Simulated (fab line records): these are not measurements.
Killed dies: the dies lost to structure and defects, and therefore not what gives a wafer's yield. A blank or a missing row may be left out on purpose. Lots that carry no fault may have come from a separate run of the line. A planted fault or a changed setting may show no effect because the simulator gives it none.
Which tool is to blame? ; flow n5_finfet ; 12 lots with 36 wafers sampled at 5 steps, on a route of 1938 steps

WHAT EACH GAUGE READ, for each wafer
N5_BEOL_M11_CD_MEAS_35: target cd 70 nm.
lot;measured;on;cd_nm (nm)
L076;day 10 22:28;cd_sem-02;69.5 70.1 69.3
L074;day 11 10:15;cd_sem-03;69.4 68.8 69.3
L078;day 11 17:25;cd_sem-03;70.0 69.8 70.8
L081;day 12 01:17;cd_sem-03;70.5 70.9 70.5
L083;day 12 21:47;cd_sem-01;68.8 68.9 70.7
L086;day 13 13:44;cd_sem-02;70.7 69.2 69.0
L087;day 14 00:17;cd_sem-01;69.7 70.3 69.9
L089;day 14 05:46;cd_sem-02;69.2 70.4 69.5
L090;day 15 00:10;cd_sem-03;71.4 69.9 70.3
L092;day 15 01:12;cd_sem-03;70.3 70.2 69.9
L095;day 15 13:34;cd_sem-03;68.6 68.7 69.6
L096;day 16 05:16;cd_sem-01;70.0 70.3 70.0

TOOL THAT RAN EACH LOT (tool first, then ch and the chambers of the sampled wafers, then the start)
lot;N5_BEOL_M10_DEGAS_44;N5_BEOL_M11_HM_DEP_02;N5_BEOL_M11_ETCH_62;N5_BEOL_M11_STRIP_19
L076;pvd_sputter-01, day 10 16:42;pvd_sputter-01, day 10 19:37;rie_diel-02 ch 1,3, day 10 20:17;rie_diel-02 ch 0,1,2, day 10 20:35
L074;pvd_sputter-02, day 11 04:47;pvd_sputter-03, day 11 07:49;rie_diel-04 ch 0,1,2, day 11 08:34;rie_diel-01 ch 0,2,3, day 11 08:52
L078;pvd_sputter-03, day 11 08:19;pvd_sputter-03, day 11 13:45;rie_diel-02 ch 2,3, day 11 14:25;rie_diel-02 ch 0,2,3, day 11 14:43
L081;pvd_sputter-01, day 11 17:43;pvd_sputter-01, day 11 21:26;rie_diel-04 ch 0,2,3, day 11 22:22;rie_diel-02 ch 0,2, day 11 22:41
L083;pvd_sputter-02, day 12 13:58;pvd_sputter-03, day 12 17:00;rie_diel-01 ch 0,1,3, day 12 18:16;rie_diel-01 ch 0,1,2, day 12 18:43
L086;pvd_sputter-03, day 13 05:55;pvd_sputter-03, day 13 09:57;rie_diel-02 ch 1,2,3, day 13 10:55;rie_diel-01 ch 1,2, day 13 11:16
L087;pvd_sputter-01, day 13 13:44;pvd_sputter-01, day 13 19:57;rie_diel-02 ch 1,2, day 13 20:34;rie_diel-04 ch 0,1,2, day 13 20:52
L089;pvd_sputter-01, day 14 00:23;pvd_sputter-03, day 14 03:34;rie_diel-04 ch 0,1, day 14 04:14;rie_diel-01 ch 1,2, day 14 04:32
L090;pvd_sputter-03, day 14 16:41;pvd_sputter-01, day 14 19:50;rie_diel-01 ch 1,2,3, day 14 20:30;rie_diel-01 ch 0,3, day 14 20:48
L092;pvd_sputter-02, day 14 19:25;pvd_sputter-01, day 14 22:30;rie_diel-01 ch 0,3, day 14 23:20;rie_diel-02 ch 0,1, day 14 23:41
L095;pvd_sputter-02, day 15 06:23;pvd_sputter-01, day 15 11:08;rie_diel-04 ch 0,1,2, day 15 11:40;rie_diel-02 ch 0,1, day 15 11:58
L096;pvd_sputter-03, day 15 22:50;pvd_sputter-03, day 16 02:01;rie_diel-02 ch 1,3, day 16 02:58;rie_diel-01 ch 1,2, day 16 03:16
- N5_BEOL_M10_DEGAS_44: time 60 s.
- N5_BEOL_M11_HM_DEP_02: deposits TiN, target thk 20 nm.
- N5_BEOL_M11_ETCH_62: etches SOC in N2/H2, target depth 110 nm, overetch 22 nm, time 165 s.
- N5_BEOL_M11_STRIP_19: strips in O2.

THE ANSWER, worked out from the rows above alone
Rule: usual is defined by the lots themselves. Put in order of their means at a reading, lots are off if they are a third of the lots or fewer, leave a main group of 4 or more, and stand apart from it by a gap of 3 or more times the standard deviation of the main group's means; of several such gaps the widest counts. A main group whose means are all the same, to the digits that the tables above print for the reading, isn't used. A lot without any number at a reading at which 4 lots or more have one is off too. Where the step has rows for the other lots, those lots are counted as sound.
Nothing can be told from this: no lot is off at any reading shown.

WHAT HAD BEEN PUT IN BY THE SIMULATOR
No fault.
